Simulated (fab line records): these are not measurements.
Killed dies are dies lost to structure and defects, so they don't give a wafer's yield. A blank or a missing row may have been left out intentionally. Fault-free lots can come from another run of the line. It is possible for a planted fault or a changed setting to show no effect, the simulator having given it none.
fab line records | flow n5_finfet
[record] lots = 6 wafers = 18 last_day = 18
route steps=1938 shown HKMG_FIN@449 BEOL_M4@1111 PASSIVATION@1936
lots that met no fault: taken from a fault-free run of the same line
start_h: hours from the record's opening day to when the first of the lot's shown wafers began | wait_h: time in hours since the lot's previous step | " identical to the entry in the row above | L1.1+2: a single row standing in for several wafers | - no value present, or no start provided | * or withheld: withheld | < > ~ a bound
route shown NAME@n: names a module that has steps shown in the file, with the first one's number in the route | usual: mean/standard deviation of fault-free wafers | same: alike in all rows | chamber/n: place in a boat | sites: per-site readings | _std_site: the values' standard deviation | _edge_site: inner sites' mean taken away from outer sites' mean | radius_mm: how far each site lies from the wafer's centre | mask NAME#n: copy n | behind: tool/chamber where the wafer was last shaped | hold: why the lot went on hold/how many hours it stayed there/how the hold came to an end | device: the transistor (n, p or np) that didn't switch | end of line: tests of these same wafers at the route's end | step lacking rows: just its recipe | killed: dies lost to structure and defects at the first sort, not the wafer's yield | map: a wafer's dies, x killed, . not, _ none there
set.NAME: the setting that was run; set.NAME@STEP: the one run at that earlier step | model.NAME: the simulator's own value behind a step, which no gauge read
certain route steps with their lots: each step a table, each wafer a row
services: from which hour (start_h, from the record's first day; less than 0 if before it) a tool's chamber was out of use, for how many hours, and why
[[steps]]
[step N5_HKMG_FIN_ALD_71]
[recipe] material = TiN target_thk_a = 10 temp_c = 400 ald_precursor_family = TiCl4 ald_co_reactant = NH3 pulse_time_s = 1 purge_time_s = 3 co_reactant_purge_time_s = 2 co_reactant_pulse_time_s = 2 ald_cycles = 47 pressure_torr = 3
[step N5_HKMG_FIN_COAT_66]
[recipe] resist = SOC temp_c = 250 time_s = 60 spin_rpm = 1500 resist_thk_nm = 300
[step N5_HKMG_FIN_ETCH_67]
[recipe] chemistry = N2/H2 target = SOC target_depth_a = 3889 stop_on = TiN ion_energy_ev = 100 bias_w = 61 pressure_mtorr = 30 source_w = 850 n2_flow_sccm = 200 h2_flow_sccm = 200
[step N5_HKMG_FIN_STRIP_90]
[recipe] chemistry = N2/H2 material = SOC time_s = 20 power_w = 500 temp_c = 40 pressure_mtorr = 50 rf_frequency_hz = 6e+07 bias_power_w = 8 h2_frac = 0.5 n2_flow_sccm = 300 h2_flow_sccm = 300
[usual] drypump_motor_current_A = 5.6/0.41 n2_flow_sccm = 300.0/0.89 oes_product_au = 0.80/0.091 rf_vpp_V = 54.3/0.82 showerhead_plenum_p_Torr = 3.40/0.11 temp_c = 40.00/0.11 throttle_valve_pct = 19.0/0.35
// columns lot.wafer tool chamber start_h wait_h drypump_motor_current_A n2_flow_sccm oes_product_au rf_hours_counter_h rf_vpp_V showerhead_plenum_p_Torr temp_c throttle_valve_pct
L977.1 rie_diel-04 2 78.61 0.0 5.7 298.9 0.79 141 55.2 3.49 39.99 19.6
L977.5 " 3 " " 5.0 300.7 1.02 - 55.9 3.58 39.96 19.0
L977.6 " 0 " " 5.9 301.0 0.78 - 54.5 3.38 40.12 18.7
L986.3 rie_diel-02 1 133.54 0.0 5.4 299.7 0.66 248 54.1 3.46 40.02 19.4
L986.4 " 2 " " 6.6 299.6 0.77 - 54.1 3.22 39.78 19.0
L986.5 " 0 " " 5.4 299.3 0.80 - 55.2 3.39 39.92 18.7
L987.1 rie_diel-02 0 142.59 0.0 5.4 299.1 0.80 100 53.6 3.39 40.01 18.7
L987.2 " 2 " " 6.6 300.0 0.77 139 54.4 3.22 40.02 19.0
L987.4 " 2 " " 6.6 299.7 0.77 - 53.6 3.22 39.98 19.0
L992.1 rie_diel-04 2 168.63 0.0 5.7 299.8 0.76 175 53.8 3.48 40.05 19.6
L992.2 " 1 " " 5.4 300.1 0.96 3 54.0 3.33 39.92 18.9
L992.4 " 0 " " 5.9 299.7 0.76 170 54.5 3.36 40.04 18.7
L998.1 rie_diel-05 1 205.07 0.0 5.4 298.8 0.97 6 54.7 3.31 39.91 19.1
L998.5 " 3 " " 5.7 299.5 0.69 - 53.5 3.30 39.94 18.5
L998.6 " 0 " " 5.6 300.6 0.84 - 54.0 3.56 40.15 19.1
L999.1 rie_diel-04 3 212.36 0.0 5.0 301.1 0.89 48 55.7 3.55 39.99 19.1
L999.2 " 0 " " 5.9 298.6 0.75 184 55.1 3.35 40.00 18.8
L999.4 " 1 " " 5.4 299.9 0.92 16 54.7 3.32 40.07 18.9
[step N5_HKMG_FIN_WET_ETCH_73]
[recipe] chemistry = SC1 mix = 1:2:40 temp_c = 50 time_s = 42.3 target_depth_nm = 1.3 dry = ipa_marangoni rinse_time_s = 30 rinse_temp_c = 23
[step N5_HKMG_FIN_ETCHBACK_68]
[recipe] chemistry = Cl2/Ar stop_on = HfO2 target_depth_a = 5 pressure_mtorr = 10 icp_w = 600 bias_w = 60 Cl2_flow_sccm = 40 Ar_flow_sccm = 60
[step N5_HKMG_FIN_STRIP_69]
[recipe] chemistry = N2/H2 power_w = 2500 temp_c = 300 h2_frac = 0.65 time_s = 360 pressure_mtorr = withheld n2_flow_sccm = 1750 h2_flow_sccm = 3250
[usual] drypump_motor_current_A = 5.8/0.34 heater_power_w = 482/16 n2_flow_sccm = 1750/5.5 temp_c = 300.00/0.21
// columns lot.wafer tool chamber start_h wait_h drypump_motor_current_A heater_power_w n2_flow_sccm rf_hours_counter_h temp_c
L977.1 plasma_asher-02 0 78.91 0.1 5.7 491 1744 87 300.02
L977.5 " 0 " " 5.6 497 1750 - 300.12
L977.6 " 1 " " 6.2 475 1747 - 299.88
L986.3 plasma_asher-02 1 133.96 0.2 6.2 459 1746 - 300.14
L986.4 " 0 " " 5.7 487 1746 - 300.18
L986.5 " 0 " " 5.7 496 1739 - 300.47
L987.1 plasma_asher-02 1 142.92 0.1 6.2 469 1744 101 300.07
L987.2 " 0 " " 5.7 498 1737 101 299.90
L987.4 " 0 " " 5.7 501 1743 - 300.04
L992.1 plasma_asher-02 1 168.94 0.1 6.2 477 1749 112 300.27
L992.2 " 0 " " 5.7 501 1747 112 299.88
L992.4 " 0 " " 5.6 502 1751 - 299.86
L998.1 plasma_asher-01 0 205.37 0.1 5.2 454 1756 53 299.56
L998.5 " 1 " " 5.9 502 1753 - 299.62
L998.6 " 0 " " 5.2 457 1754 - 299.59
L999.1 plasma_asher-01 1 212.66 0.1 5.9 498 1747 54 300.23
L999.2 " 0 " " 5.2 447 1746 54 300.49
L999.4 " 1 " " 5.9 487 1753 - 300.02
[step N5_HKMG_FIN_ALD_21]
[recipe] material = TiN target_thk_a = 15 temp_c = 400 ald_precursor_family = TiCl4 ald_co_reactant = NH3 pulse_time_s = 1 purge_time_s = 3 co_reactant_purge_time_s = 2 co_reactant_pulse_time_s = 2 ald_cycles = 68 pressure_torr = 3
[usual] heater_power_w = 890/68 precursor_pulse_height_rel = 1.001/0.018
[same] ald_cycles = 68 co_reactant_purge_time_s = 2
// columns lot.wafer tool chamber start_h wait_h heater_power_w precursor_pulse_height_rel
L977.1 ald_metal-04 3 79.29 0.3 839 0.985
L977.5 " 0 " " 847 0.991
L977.6 " 3 " " 872 0.983
L986.3 ald_metal-02 2 134.32 0.2 814 1.021
L986.4 " 1 " " 898 0.986
L986.5 " 3 " " 894 0.993
L987.1 ald_metal-04 1 143.31 0.3 836 0.997
L987.2 " 0 " " 837 0.988
L987.4 " 3 " " 854 0.991
L992.1 ald_metal-01 3 169.32 0.3 825 0.995
L992.2 " 2 " " 956 0.999
L992.4 " 0 " " 990 0.993
L998.1 ald_metal-04 2 205.76 0.3 1022 1.006
L998.5 " 0 " " 827 1.007
L998.6 " 1 " " 825 0.993
L999.1 ald_metal-01 1 213.05 0.3 888 1.018
L999.2 " 0 " " 942 0.980
L999.4 " 3 " " 813 0.978
[step N5_HKMG_FIN_ALD_72]
[recipe] material = W target_thk_a = 20 temp_c = 300 pressure_torr = 7.5 ald_precursor_family = WF6 ald_co_reactant = B2H6 pulse_time_s = 1 purge_time_s = 2 co_reactant_purge_time_s = 2 co_reactant_pulse_time_s = 3 ald_cycles = 7
[usual] heater_power_w = 477/81 precursor_pulse_height_rel = 0.999/0.02
[same] ald_cycles = 7 co_reactant_purge_time_s = 2
// columns lot.wafer tool chamber start_h wait_h heater_power_w precursor_pulse_height_rel
L977.1 cvd_w-02 1 79.66 0.2 480 0.995
L977.5 " 1 " " 486 0.973
L977.6 " 0 " " 406 0.998
L986.3 cvd_w-01 0 134.70 0.2 594 0.981
L986.4 " 1 " " 395 1.011
L986.5 " 1 " " 407 1.006
L987.1 cvd_w-01 1 143.67 0.2 414 1.011
L987.2 " 0 " " 602 1.025
L987.4 " 1 " " 397 0.987
L992.1 cvd_w-01 0 169.68 0.2 589 0.996
L992.2 " 1 " " 407 0.991
L992.4 " 0 " " 597 0.993
L998.1 cvd_w-01 0 206.12 0.2 587 1.023
L998.5 " 0 " " 604 1.029
L998.6 " 1 " " 410 1.003
L999.1 cvd_w-02 1 213.41 0.2 485 1.000
L999.2 " 0 " " 412 1.010
L999.4 " 0 " " 406 0.996
[step N5_HKMG_FIN_W_FILL_22]
[recipe] material = W target_thk_a = 600 temp_c = 400 pressure_torr = 39.4 time_s = 18.2
[usual] heater_power_w = 853/150 throttle_valve_pct = 19.4/0.57
// columns lot.wafer tool chamber start_h wait_h heater_power_w throttle_valve_pct
L977.1 cvd_w-02 1 79.72 0.0 870 18.7
L977.5 " 1 " " 843 19.0
L977.6 " 0 " " 732 19.7
L986.3 cvd_w-01 0 134.75 0.0 1063 19.6
L986.4 " 1 " " 730 19.0
L986.5 " 1 " " 732 18.8
L987.1 cvd_w-01 1 143.73 0.0 726 19.1
L987.2 " 0 " " 1108 19.9
L987.4 " 1 " " 721 19.1
L992.1 cvd_w-01 0 169.74 0.0 1076 20.0
L992.2 " 1 " " 749 19.0
L992.4 " 0 " " 1077 20.2
L998.1 cvd_w-01 0 206.18 0.0 1095 20.2
L998.5 " 0 " " 1076 20.1
L998.6 " 1 " " 739 19.2
L999.1 cvd_w-02 1 213.47 0.0 861 18.8
L999.2 " 0 " " 735 20.1
L999.4 " 0 " " 730 20.0
[step N5_HKMG_FIN_PRECLEAN_83]
[recipe] chemistry = DIW time_s = 57.5 temp_c = 23
[step N5_HKMG_FIN_SRD_84]
[recipe] dry_time_s = 32 dry = n2_spin spin_rpm = 1500
[step N5_HKMG_FIN_CMP_23]
[recipe] stop_on = SiNx t_overpolish_s = 10 post_cmp_clean = rinse_only down_force_psi = 4 platen_rpm = 50.289 pad_velocity_m_s = 1.0006 target_thk_nm = 46.326
[usual] motor_current_A = 12.0/1.4 overpolish_run_s = 10.000/0.0098 time_to_endpoint_s = 10.7/2.7
// columns lot.wafer tool chamber start_h wait_h motor_current_A overpolish_run_s time_to_endpoint_s model.W_of_HKMG_FIN_W_FILL_22.thk_nm
L977.1 cmp-03 1 79.99 0.2 10.8 10.014 12.1 44.6
L977.6 " 3 " " 9.8 9.999 6.3 44.2
L977.5 " 0 " " 13.1 10.015 11.3 44.8
L986.4 cmp-01 1 134.85 0.0 11.7 10.002 11.8 45.4
L986.3 " 0 " " 10.8 9.998 5.9 43.4
L986.5 " 2 " " 12.9 9.993 12.9 45.4
L987.2 cmp-01 3 143.87 0.0 13.2 9.975 13.4 46.2
L987.4 " 0 " " 11.2 10.000 10.8 45.4
L987.1 " 2 " " 13.1 10.006 6.1 43
L992.1 cmp-04 1 169.86 0.0 11.7 9.998 13.6 45
L992.4 " 3 " " 12.2 10.006 8.4 45.2
L992.2 " 0 " " 13.1 9.991 9.8 44.4
L998.1 cmp-03 1 206.53 0.3 11.2 9.991 16.0 46.8
L998.6 " 2 " " 14.4 10.005 11.9 44.4
L998.5 " 3 " " 9.6 10.003 12.9 47.2
L999.2 cmp-01 3 213.58 0.0 12.5 10.005 14.4 47.4
L999.4 " 0 " " 10.5 9.993 11.8 45.2
L999.1 " 2 " " 13.8 10.001 13.7 45.8
[step N5_HKMG_FIN_CMP_94]
[recipe] stop_on = SiNx post_cmp_clean = w_dilute_nh4oh t_overpolish_s = 4.7 down_force_psi = 4 platen_rpm = 50.289 pad_velocity_m_s = 1.0006 target_thk_nm = 43.299
[usual] motor_current_A = 12.1/1.4
// columns lot.wafer tool chamber start_h wait_h motor_current_A model.SiNx_of_SDB_ALD_29.thk_nm
L977.1 cmp-03 1 80.37 0.3 11.0 28.2
L977.6 " 3 " " 9.8 28.2
L977.5 " 0 " " 13.5 28.2
L986.4 cmp-01 1 135.33 0.4 11.7 28.4
L986.3 " 0 " " 11.2 28
L986.5 " 2 " " 13.3 28.6
L987.2 cmp-01 3 144.35 0.4 12.9 28.4
L987.4 " 0 " " 10.4 28.4
L987.1 " 2 " " 13.0 28
L992.1 cmp-04 1 170.34 0.4 11.4 28.4
L992.4 " 3 " " 12.3 28.2
L992.2 " 0 " " 13.9 28.4
L998.1 cmp-03 1 206.86 0.2 11.2 28.4
L998.6 " 2 " " 15.3 28.4
L998.5 " 3 " " 9.2 28.4
L999.2 cmp-01 3 214.06 0.4 13.0 28.4
L999.4 " 0 " " 10.7 28.4
L999.1 " 2 " " 12.7 28.2
[step N5_BEOL_M4_RC_MEAS_101]
[usual] DIBL_N = 35.8/1.8 DIBL_P = 35.9/2.2 IOFF_N = 0.16/0.035 IOFF_P = 0.21/0.04 ION_N = 672/11 ION_P = 461/7.4 SS_N = 71.4/0.64 SS_P = 73.2/0.67 VT_N = 250/3.5 VT_P = -251/3.4
// columns lot.wafer tool chamber start_h wait_h DIBL_N[mV/V] DIBL_P[mV/V] IOFF_N[nA/um] IOFF_P[nA/um] ION_N[uA/um] ION_P[uA/um] SS_N[mV/dec] SS_P[mV/dec] VT_N[mV] VT_P[mV]
L977.1 prober-02 0 163.50 0.0 37.3 37.3 0.19 0.20 682 456 72.2 73.5 249 -251
L977.5 " 0 " " 38.2 38.1 0.22 0.22 680 455 72.3 73.1 244 -251
L977.6 " 0 " " 36.5 36.5 0.16 0.19 674 456 72.4 73.5 248 -254
L986.3 prober-01 0 218.83 0.3 39.5 39.7 0.23 0.26 674 458 73.1 74.3 246 -246
L986.4 " 0 " " 37.6 38.1 0.19 0.24 679 464 71.7 74.0 248 -248
L986.5 " 0 " " 37.3 38.0 0.19 0.25 679 461 72.2 74.4 247 -246
L987.1 prober-01 0 222.11 0.0 36.0 35.8 0.15 0.21 666 450 71.8 73.4 250 -252
L987.2 " 0 " " 38.3 38.0 0.20 0.25 695 470 72.3 74.6 246 -251
L987.4 " 0 " " 36.2 35.0 0.16 0.20 680 464 71.4 74.0 252 -254
L992.1 prober-02 0 277.06 0.0 36.2 35.9 0.17 0.25 686 473 71.5 72.7 247 -246
L992.2 " 0 " " 38.5 39.0 0.22 0.31 691 479 71.3 74.1 244 -243
L992.4 " 0 " " 36.6 37.0 0.18 0.28 687 475 71.2 73.1 246 -245
L998.1 prober-01 0 287.79 0.0 30.4 29.3 0.08 0.11 638 447 69.6 72.1 261 -257
L998.5 " 0 " " 33.8 33.5 0.11 0.15 665 456 71.1 73.0 253 -256
L998.6 " 0 " " 38.0 38.3 0.19 0.23 689 467 71.5 74.1 247 -249
L999.1 prober-02 0 308.84 0.0 37.2 35.6 0.16 0.21 680 468 71.4 72.7 250 -251
L999.2 " 0 " " 34.5 31.9 0.12 0.17 660 462 71.7 72.6 254 -253
L999.4 " 0 " " 35.4 33.2 0.13 0.18 665 455 71.1 73.0 253 -253
[step N5_PASSIVATION_PROBE_49]
[usual] defect_limited_yield = 91.0/1.5 killed_at_M0_to_M3 = 34/9.1 killed_at_M4_up = 14/5.7 killed_at_contacts = 13/5.7 killed_at_front_end = 42/12 killed_at_other = 4/3.4 killed_dies = 106/17 killed_open = 70/13 killed_short = 34/7.5 sort_bin_5_function = 5.2/0.94 sort_bin_6_memory = 3.4/0.69 sort_bin_8_speed = 0.00/0.029 sort_n_pass = 1074/17 sort_yield_pct = 91.0/1.5
[same] gross_dies = 1180 killed_at_back_side = 0 sort_bin_4_leakage[%] = 0
// columns lot.wafer tool chamber start_h wait_h defect_limited_yield[%] killed_at_M0_to_M3 killed_at_M4_up killed_at_contacts killed_at_front_end killed_at_other killed_dies killed_open killed_short sort_bin_5_function[%] sort_bin_6_memory[%] sort_bin_8_speed[%] sort_n_pass sort_yield_pct[%]
L977.1 prober-01 - 270.85 0.0 92.8 35 13 8 27 2 85 54 28 4.2 2.8 0 1095 92.8
L977.5 prober-01 - 271.05 0.2 92.0 22 23 14 33 2 94 59 30 4.2 3.3 0 1086 92.0
L977.6 prober-01 - 271.10 0.3 93.4 32 8 10 27 1 78 52 21 3.4 3.1 0 1102 93.4
L986.3 prober-02 - 325.87 0.1 91.2 26 17 15 44 2 104 78 26 5.3 3.2 0 1076 91.2
L986.4 prober-02 - 325.92 0.2 88.3 40 9 5 81 3 138 101 35 5.9 5.3 0 1042 88.3
L986.5 prober-02 - 325.97 0.2 90.4 28 8 15 62 0 113 83 30 5.1 4.2 0 1067 90.4
L987.1 prober-02 - 333.54 0.0 93.0 31 15 8 23 6 83 50 28 4.0 2.5 0 1097 93.0
L987.2 prober-02 - 333.59 0.1 90.8 40 17 20 23 8 108 65 42 5.3 3.5 0 1072 90.8
L987.4 prober-02 - 333.69 0.2 92.5 30 16 10 28 4 88 64 22 4.6 2.7 0 1092 92.5
L992.1 prober-02 - 368.60 0.0 88.1 33 21 25 57 4 140 91 47 7.4 4.2 0 1040 88.1
L992.2 prober-02 - 368.65 0.1 90.4 35 14 16 48 0 113 70 43 5.8 3.6 0 1067 90.4
L992.4 prober-02 - 368.75 0.2 87.9 48 22 21 51 1 143 93 45 6.5 4.7 0 1037 87.9
// killed by level:class
L977.1 BEOL_M0_SAQP:geometric_particle:short=8 BEOL_M1:geometric_particle:open=8 STI_FIN_REVEAL:geometric_particle:open=7 DUMMY_GATE:geometric_particle:short=7 MOL_CONTACT_COAG:geometric_particle:open=7 BEOL_M4:geometric_particle:open=7 BEOL_M2:geometric_particle:open=7 BEOL_M3:geometric_particle:open=4
L977.5 MOL_CONTACT_COAG:geometric_particle:open=10 BEOL_M4:geometric_particle:open=9 BEOL_M0_SAQP:geometric_particle:open=8 STI_FIN_REVEAL:geometric_particle:open=7 BEOL_M0_SAQP:geometric_particle:short=5 FIN_SAQP:geometric_particle:short=4 MOL_CONTACT_COAG:geometric_particle:short=4 STARTING-WAFER:geometric_particle:short=4
L977.6 BEOL_M2:geometric_particle:open=9 MOL_CONTACT_COAG:geometric_particle:open=8 DUMMY_GATE:geometric_particle:open=7 FIN_SAQP:geometric_particle:open=6 BEOL_M0_SAQP:geometric_particle:short=6 BEOL_M0_SAQP:geometric_particle:open=6 BEOL_M1:geometric_particle:open=6 DUMMY_GATE:geometric_particle:short=4
L986.3 STI_FIN_REVEAL:geometric_particle:open=22 BEOL_M3:geometric_particle:open=12 MOL_CONTACT_COAG:geometric_particle:open=10 BEOL_M4:geometric_particle:open=7 BEOL_M0_SAQP:geometric_particle:open=6 STI_FIN_REVEAL:geometric_particle:short=5 MOL_CONTACT_COAG:geometric_particle:short=5 FIN_SAQP:geometric_particle:short=4
L986.4 STI_FIN_REVEAL:geometric_particle:open=24 FIN_SAQP:geometric_particle:open=19 BEOL_M3:geometric_particle:open=19 FIN_SAQP:geometric_particle:short=10 STI_FIN_REVEAL:geometric_particle:short=6 BEOL_M0_SAQP:geometric_particle:open=5 DUMMY_GATE:geometric_particle:open=4 ILD0:geometric_particle:short=4
L986.5 STI_FIN_REVEAL:geometric_particle:open=19 FIN_SAQP:geometric_particle:open=13 MOL_CONTACT_COAG:geometric_particle:open=13 BEOL_M3:geometric_particle:open=10 GATE_CUT:geometric_particle:open=7 FIN_SAQP:geometric_particle:short=6 STARTING-WAFER:geometric_particle:short=6 BEOL_M4:geometric_particle:open=5
L987.1 BEOL_M4:geometric_particle:open=8 BEOL_M3:geometric_particle:open=8 MOL_CONTACT_COAG:geometric_particle:open=6 BEOL_M0_SAQP:geometric_particle:short=6 BEOL_M0_SAQP:geometric_particle:open=4 BEOL_M0:geometric_particle:open=4 BEOL_M1:geometric_particle:open=4 HKMG_FIN:area_etch=4
L987.2 MOL_CONTACT_COAG:geometric_particle:open=15 BEOL_M0_SAQP:geometric_particle:open=9 BEOL_M4:geometric_particle:open=9 BEOL_M0_SAQP:geometric_particle:short=8 MOL_CONTACT_COAG:geometric_particle:short=5 BEOL_M0:geometric_particle:open=5 BEOL_M3:geometric_particle:open=5 BEOL_M0:geometric_particle:short=4
L987.4 MOL_CONTACT_COAG:geometric_particle:open=9 DUMMY_GATE:geometric_particle:open=8 BEOL_M0_SAQP:geometric_particle:open=6 BEOL_M4:geometric_particle:open=6 FIN_SAQP:geometric_particle:short=5 BEOL_M0_SAQP:geometric_particle:short=5 BEOL_M2:geometric_particle:open=5 BEOL_M3:geometric_particle:open=5
L992.1 MOL_CONTACT_COAG:geometric_particle:open=18 BEOL_M4:geometric_particle:open=12 FIN_SAQP:geometric_particle:open=11 FIN_SAQP:geometric_particle:short=11 BEOL_M2:geometric_particle:open=11 STI_FIN_REVEAL:geometric_particle:open=10 MOL_CONTACT_COAG:geometric_particle:short=7 DUMMY_GATE:geometric_particle:open=6
L992.2 FIN_SAQP:geometric_particle:open=18 FIN_SAQP:geometric_particle:short=15 MOL_CONTACT_COAG:geometric_particle:open=10 GATE_CUT:geometric_particle:short=7 BEOL_M0_SAQP:geometric_particle:short=7 BEOL_M0_SAQP:geometric_particle:open=7 BEOL_M2:geometric_particle:open=7 MOL_CONTACT_COAG:geometric_particle:short=6
L992.4 MOL_CONTACT_COAG:geometric_particle:open=18 BEOL_M2:geometric_particle:open=14 BEOL_M4:geometric_particle:open=12 FIN_SAQP:geometric_particle:open=11 BEOL_M0_SAQP:geometric_particle:open=11 BEOL_M0_SAQP:geometric_particle:short=11 FIN_SAQP:geometric_particle:short=9 STI_FIN_REVEAL:geometric_particle:short=6
[[services]]
// columns tool chamber start_h hours kind
cmp-03 - 62.76 2.1 repair
ald_metal-04 1 64.09 4.9 repair
cmp-04 - 64.43 0.9 repair
cmp-03 - 65.88 4.0 pm
plasma_asher-02 - 67.08 8.9 repair
cvd_w-01 - 77.82 6.0 pm
rie_diel-04 - 86.97 0.2 repair
cmp-04 - 97.16 2.1 repair
cmp-01 - 99.22 3.3 repair
plasma_asher-01 - 100.83 17.6 repair
rie_diel-04 3 103.87 1.6 repair
cvd_w-01 - 104.45 1.2 repair
cvd_w-01 1 108.30 4.6 repair
cmp-03 - 119.06 4.5 repair
cmp-03 - 129.43 6.3 repair
cvd_w-02 1 132.96 2.9 repair
rie_diel-04 0 133.20 5.6 repair
cmp-01 - 173.70 4.0 pm
cvd_w-02 1 190.39 2.4 repair
cmp-01 - 190.44 1.3 repair
ald_metal-04 - 204.05 1.2 repair
cmp-03 - 204.80 1.4 repair
cvd_w-02 - 205.70 6.9 pm
ald_metal-04 - 208.64 6.0 pm
[[key]]
first_sign none at tools or gauges
[model_effect] step = N5_HKMG_FIN_CMP_23 value = W_of_HKMG_FIN_W_FILL_22.thk_nm without = 45.2 struck = 43.2
[model_effect] step = N5_HKMG_FIN_CMP_94 value = SiNx_of_SDB_ALD_29.thk_nm without = 28.4 struck = 28
met_at N5_HKMG_FIN_CMP_23
struck_wafers L986.3,L987.1
[fault] kind = process_parameter_drift tool = cmp-01 chamber = - onset_h = 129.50 steps = N5_HKMG_FIN_CMP_23 channel = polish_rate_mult offset = 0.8 shape = step end_h = 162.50 scope = struck_wafers_only
